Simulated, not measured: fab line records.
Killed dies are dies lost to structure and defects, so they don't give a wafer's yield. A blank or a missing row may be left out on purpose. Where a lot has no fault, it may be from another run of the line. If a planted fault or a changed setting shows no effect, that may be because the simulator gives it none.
Which tool is to blame? -- flow n5-finfet -- 10 lots, 27 wafers sampled, at 4 steps of a route of 1938

== WHAT THE GAUGES SHOWED, per wafer ==
N5_BEOL_M4_RC_MEAS_101. Usual: DIBL_N 36.2 mV/V, standard deviation 1.7; DIBL_P 36.6 mV/V, standard deviation 1.9; IOFF_N 0.16 nA/um, standard deviation 0.032; IOFF_P 0.21 nA/um, standard deviation 0.037; IOFF_P_85C 3.6 nA/um, standard deviation 0.54; IOFF_P_LIN 0.097 nA/um, standard deviation 0.013; IOFF_P_LONG 0.000101 nA/um, standard deviation 7.2e-06; ION_N 675 uA/um, standard deviation 12; ION_P 460 uA/um, standard deviation 8.1; SS_N 71.4 mV/dec, standard deviation 0.58; SS_P 73.4 mV/dec, standard deviation 0.64; VT_N 249 mV, standard deviation 3.2; VT_N_LVT 96 mV, standard deviation 3.6; VT_P -252 mV, standard deviation 3.4; VT_P_LONG -277.0 mV, standard deviation 2.8.
lot,measured,on,DIBL_N (mV/V),DIBL_P (mV/V),IOFF_N (nA/um),IOFF_P (nA/um),IOFF_P_85C (nA/um),IOFF_P_LIN (nA/um),IOFF_P_LONG (nA/um),ION_N (uA/um),ION_P (uA/um),SS_N (mV/dec),SS_P (mV/dec),VT_N (mV),VT_N_LVT (mV),VT_P (mV),VT_P_LONG (mV),flag
L268,day 8 10:26,prober-01,38.3 40.0 36.8,38.3 40.5 37.0,0.19 0.24 0.18,0.26 0.31 0.24,4.3 5.0 4.1,0.115 0.131 0.110,0.000109 0.000111 0.00012,684 685 685,460 469 466,71.3 72.7 71.6,74.0 74.1 73.1,246 244 247,92 90 92,-247 -242 -246,-274.1 -272.7 -270.6,
L269,day 8 15:17,prober-02,38.1 34.9 36.7,38.5 35.8 37.3,0.19 0.14 0.17,0.23 0.19 0.21,3.8 3.4 3.6,0.103 0.093 0.098,0.000103 0.0001 9.7e-05,682 657 676,462 450 462,72.5 71.9 71.4,73.5 72.8 73.5,248 253 250,95 99 96,-250 -253 -253,-277.5 -278.0 -273.8,
L272,day 9 08:15,prober-02,35.1 34.4 36.1,35.8 34.5 37.2,0.15 0.14 0.18,0.20 0.19 0.23,3.6 3.3 4.0,0.100 0.092 0.109,0.000103 0.0001 0.000103,688 674 681,470 460 468,71.5 71.0 71.5,73.1 72.3 73.6,249 246 246,96 97 94,-250 -252 -248,-274.0 -276.6 -272.4,
L273,day 9 11:34,prober-02,36.8 35.1 36.4,38.0 37.1 37.7,0.17 0.14 0.16,0.21 0.18 0.20,3.6 3.2 3.4,0.096 0.089 0.093,9.9e-05 0.000103 0.000103,669 669 672,454 451 450,72.3 71.1 71.1,73.7 72.7 73.2,248 251 246,95 97 95,-254 -251 -253,-277.6 -278.1 -277.5,
L274,day 9 11:06,prober-01,39.4 39.1 38.0,39.6 39.7 38.2,0.27 0.25 0.23,0.30 0.30 0.27,5.0 5.0 4.6,0.129 0.130 0.121,9.7e-05 0.000104 9.8e-05,700 697 697,471 473 471,72.8 71.7 71.8,74.4 74.9 73.8,242 241 242,87 90 90,-245 -244 -250,-275.2 -274.5 -276.2,
L275,day 9 16:11,prober-02,35.6 33.9 34.7,36.2 33.8 35.1,0.16 0.12 0.14,0.19 0.15 0.17,3.3 2.8 3.0,0.091 0.078 0.082,0.000106 0.000108 0.000105,684 671 676,463 455 463,71.6 71.2 71.1,73.1 73.2 73.2,248 253 249,96 100 97,-250 -254 -253,-274.6 -273.6 -274.9,
L277,day 11 02:49,prober-01,34.7 34.1 33.1,35.4 35.4 34.1,0.14 0.14 0.11,0.20 0.21 0.18,3.5 3.5 3.2,0.098 0.099 0.091,0.000111 0.000109 0.00011,669 676 649,461 460 456,70.6 70.5 70.7,72.9 72.9 73.4,253 250 256,102 100 105,-251 -247 -251,-272.9 -273.3 -275.3,
L279,day 11 05:08,prober-02,36.2 33.7 36.9,37.0 33.3 37.8,0.16 0.12 0.18,0.20 0.15 0.22,3.6 2.8 3.8,0.092 0.075 0.098,9.7e-05 9.7e-05 9.5e-05,672 665 673,453 450 460,71.1 71.1 71.8,73.1 72.2 73.6,247 252 248,95 99 96,-253 -254 -251,-281.6 -282.9 -280.0,
L286,day 12 23:22,prober-02,37.9,37.3,0.15,0.62,9.0,0.283,0.000223,671,508,71.1,73.7,250,129,-220,-249.6,OFF
L287,day 13 02:18,prober-02,36.0 37.7,35.2 37.2,0.16 0.18,0.68 0.24,9.7 4.2,0.320 0.110,0.000274 0.00011,677 697,517 471,70.8 71.9,73.1 73.8,249 247,127 93,-217 -246,-243.6 -274.9,OFF

== EACH LOT AND THE TOOL THAT RAN IT (in order: tool; ch and the chambers of the sampled wafers; start) ==
lot,N5_HKMG_FIN_ALD_74,N5_BEOL_M4_ANNEAL_80,N5_BEOL_M4_ANNEAL_87
L268,"ald-hk-01 ch 1,2,3, day 4 11:06","pvd-sputter-01, day 8 07:43","pvd-sputter-01, day 8 08:09"
L269,"ald-hk-03 ch 0,3, day 4 16:14","pvd-sputter-02, day 8 12:27","pvd-sputter-02, day 8 12:53"
L272,"ald-hk-03 ch 1,2,3, day 5 11:31","pvd-sputter-02, day 9 05:28","pvd-sputter-02, day 9 05:55"
L273,"ald-hk-03 ch 0,2,3, day 5 16:29","pvd-sputter-03, day 9 08:45","pvd-sputter-03, day 9 09:11"
L274,"ald-hk-01 ch 1,3, day 5 23:49","pvd-sputter-01, day 9 08:29","pvd-sputter-01, day 9 08:55"
L275,"ald-hk-01 ch 0,3, day 6 05:47","pvd-sputter-03, day 9 13:35","pvd-sputter-03, day 9 14:02"
L277,"ald-hk-01 ch 0,1,2, day 6 21:37","pvd-sputter-02, day 10 23:25","pvd-sputter-02, day 10 23:51"
L279,"ald-hk-02 ch 0,2, day 7 11:39","pvd-sputter-01, day 11 02:25","pvd-sputter-01, day 11 02:52"
L286,"ald-hk-03 ch 0, day 9 04:13","pvd-sputter-02, day 12 20:14","pvd-sputter-02, day 12 20:41"
L287,"ald-hk-03 ch 2,3, day 9 06:04","pvd-sputter-02, day 12 23:43","pvd-sputter-02, day 13 00:10"
- N5_HKMG_FIN_ALD_74: deposits La2O3, target thk 0.5 nm, pulse time 6 s, co reactant pulse time 1 s.
- N5_BEOL_M4_ANNEAL_80: time 240 s.
- N5_BEOL_M4_ANNEAL_87: time 240 s.

== WHAT THE TOOLS THEMSELVES READ (means of the sampled wafers that have a number; where no wafer has one, the mark that the record gives instead) ==
N5_HKMG_FIN_ALD_74. Usual: heater-power-w 359 W, standard deviation 25; precursor-pulse-height-rel 1.002, standard deviation 0.019.
lot,tool,heater-power-w (W),precursor-pulse-height-rel,flag
L268,ald-hk-01,378,0.988,
L269,ald-hk-03,324,0.994,
L272,ald-hk-03,353,0.991,
L273,ald-hk-03,338,1.010,
L274,ald-hk-01,369,0.991,
L275,ald-hk-01,368,0.999,
L277,ald-hk-01,368,1.010,
L279,ald-hk-02,356,0.979,
L286,ald-hk-03,321,0.976,
L287,ald-hk-03,351,1.004,

N5_BEOL_M4_ANNEAL_80. Usual: heater-power-w at 816 W, with a standard deviation of 66.
lot,tool,heater-power-w (W),flag
L268,pvd-sputter-01,813,
L269,pvd-sputter-02,903,
L272,pvd-sputter-02,850,
L273,pvd-sputter-03,778,
L274,pvd-sputter-01,838,
L275,pvd-sputter-03,787,
L277,pvd-sputter-02,886,
L279,pvd-sputter-01,855,
L286,pvd-sputter-02,791,
L287,pvd-sputter-02,838,

N5_BEOL_M4_ANNEAL_87. Usual: heater-power-w at 814 W, with a standard deviation of 65.
lot,tool,heater-power-w (W),flag
L268,pvd-sputter-01,818,
L269,pvd-sputter-02,892,
L272,pvd-sputter-02,845,
L273,pvd-sputter-03,777,
L274,pvd-sputter-01,844,
L275,pvd-sputter-03,769,
L277,pvd-sputter-02,899,
L279,pvd-sputter-01,875,
L286,pvd-sputter-02,776,
L287,pvd-sputter-02,824,

== THE ANSWER, worked out from the rows above alone ==
Rule: lot off if the mean of its wafers having a number is beyond 3 standard deviations from the usual mean. A lot without any number at a reading at which 4 lots or more have one is off too. Any other lot the step has rows for is counted as sound. Order of review: gauges by route order, followed by the tools' own readings, for which a lot's mean as printed above is used. The first step at which some lot is off is used, and at that step the reading that is off furthest; a lot without a number counts as furthest.
Off: at N5_BEOL_M4_RC_MEAS_101 (IOFF_P_LONG), L286, L287.
A tool fits if, at a process step before that reading, it ran every lot that is off, and no sound lot after the first of them. Gauges at N5_BEOL_M4_RC_MEAS_101: tried the same way as those tools. Can't be told from this: 3 tools fit, ald-hk-03 at N5_HKMG_FIN_ALD_74, pvd-sputter-02 at N5_BEOL_M4_ANNEAL_80 and N5_BEOL_M4_ANNEAL_87, prober-02 at N5_BEOL_M4_RC_MEAS_101.

== WHAT THE SIMULATOR HAD INSERTED ==
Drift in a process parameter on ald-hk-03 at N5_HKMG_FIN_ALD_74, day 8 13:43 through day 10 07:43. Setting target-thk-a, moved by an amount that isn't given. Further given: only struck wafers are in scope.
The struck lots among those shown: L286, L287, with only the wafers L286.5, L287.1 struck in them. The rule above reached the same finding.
